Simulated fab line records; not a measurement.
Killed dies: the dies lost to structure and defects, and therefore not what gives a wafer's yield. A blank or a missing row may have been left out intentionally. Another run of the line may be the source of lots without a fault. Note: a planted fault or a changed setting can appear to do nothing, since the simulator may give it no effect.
The same fault as seen by 2 desks || flow n5-finfet || what lay behind the numbers comes last; until then each desk has only its own

== THE TOOL OWNER'S DESK: rie-diel-06 ==
The tool's own readings at N5_BEOL_M5_ETCH_68 (etches SOC in N2/H2, target depth 80 nm, overetch 16 nm, time 120 s): means of the sampled wafers that have a number, for each lot that ran on this tool. A lot is out of limits, marked OUT, if its mean lies more than 4 standard deviations from the usual mean; the brackets give that distance.
Columns: A = drypump-motor-current-A at N5_BEOL_M5_ETCH_68, usual 5.9 A; B = n2-flow-sccm at N5_BEOL_M5_ETCH_68, usual 200.0 sccm; C = oes-product-au at N5_BEOL_M5_ETCH_68, usual 0.58 a.u.; D = rf-vpp-V at N5_BEOL_M5_ETCH_68, usual 523.7 V; E = showerhead-plenum-p-Torr at N5_BEOL_M5_ETCH_68, usual 2.54 Torr; F = throttle-valve-pct at N5_BEOL_M5_ETCH_68, usual 17.9 %
{"lot": "L106", "first seen here": "day 8 14:16", "A": 5.5, "B": 200.7, "C": 0.57, "D": 524.2, "E": 2.53, "F": 17.9}
{"lot": "L109", "first seen here": "day 9 12:53", "A": 5.9, "B": 200.9, "C": 0.57, "D": 523.6, "E": 2.54, "F": 18.2}
{"lot": "L107", "first seen here": "day 9 13:17", "A": 5.4, "B": 200.4, "C": 0.55, "D": 523.0, "E": 2.52, "F": 17.8}
{"lot": "L110", "first seen here": "day 10 01:59", "A": 5.4, "B": 199.3, "C": 0.55, "D": 523.8, "E": 2.52, "F": 17.8}
{"lot": "L111", "first seen here": "day 10 07:44", "A": 5.5, "B": 199.4, "C": 0.56, "D": 523.3, "E": 2.53, "F": 18.0}
{"lot": "L115", "first seen here": "day 11 01:53", "A": 5.8, "B": 200.2, "C": 0.57, "D": 522.4, "E": 2.47, "F": 18.2}
{"lot": "L114", "first seen here": "day 11 10:25", "A": 6.0, "B": 200.5, "C": 0.57, "D": 521.5, "E": 2.47, "F": 18.2}
{"lot": "L116", "first seen here": "day 11 18:59", "A": 5.7, "B": 199.7, "C": 0.56, "D": 521.6, "E": 2.45, "F": 18.0}
This desk's verdict: no lot among the 8 shows anything out of limits.

== METROLOGY DESK ==
What the gauges read, lot by lot, whatever tool the lot ran on: means of the sampled wafers that have a number. A lot is out of limits, marked OUT, if its mean lies more than 4 standard deviations from the usual mean; the brackets give that distance.
Columns: A = cd-nm at N5_PASSIVATION_CD_MEAS_44, usual 40002 nm
{"lot": "L106", "first seen here": "day 12 21:47", "A": 40000}
{"lot": "L105", "first seen here": "day 13 00:24", "A": 40001}
{"lot": "L109", "first seen here": "day 13 19:11", "A": 40000}
{"lot": "L107", "first seen here": "day 13 20:16", "A": 40003}
{"lot": "L110", "first seen here": "day 14 00:07", "A": 40002}
{"lot": "L111", "first seen here": "day 14 07:07", "A": 40003}
{"lot": "L114", "first seen here": "day 15 13:16", "A": 40003}
{"lot": "L115", "first seen here": "day 15 13:19", "A": 39998}
{"lot": "L116", "first seen here": "day 15 20:39", "A": 40006}
{"lot": "L124", "first seen here": "day 17 21:40", "A": 39999}
This desk's verdict: no lot among the 10 shows anything out of limits.

== ALL TOGETHER ==
Nothing out of limits was seen by the tool owner's desk.
At the metrology desk, nothing out of limits was observed.

== WHAT WAS PUT IN BY THE SIMULATOR ==
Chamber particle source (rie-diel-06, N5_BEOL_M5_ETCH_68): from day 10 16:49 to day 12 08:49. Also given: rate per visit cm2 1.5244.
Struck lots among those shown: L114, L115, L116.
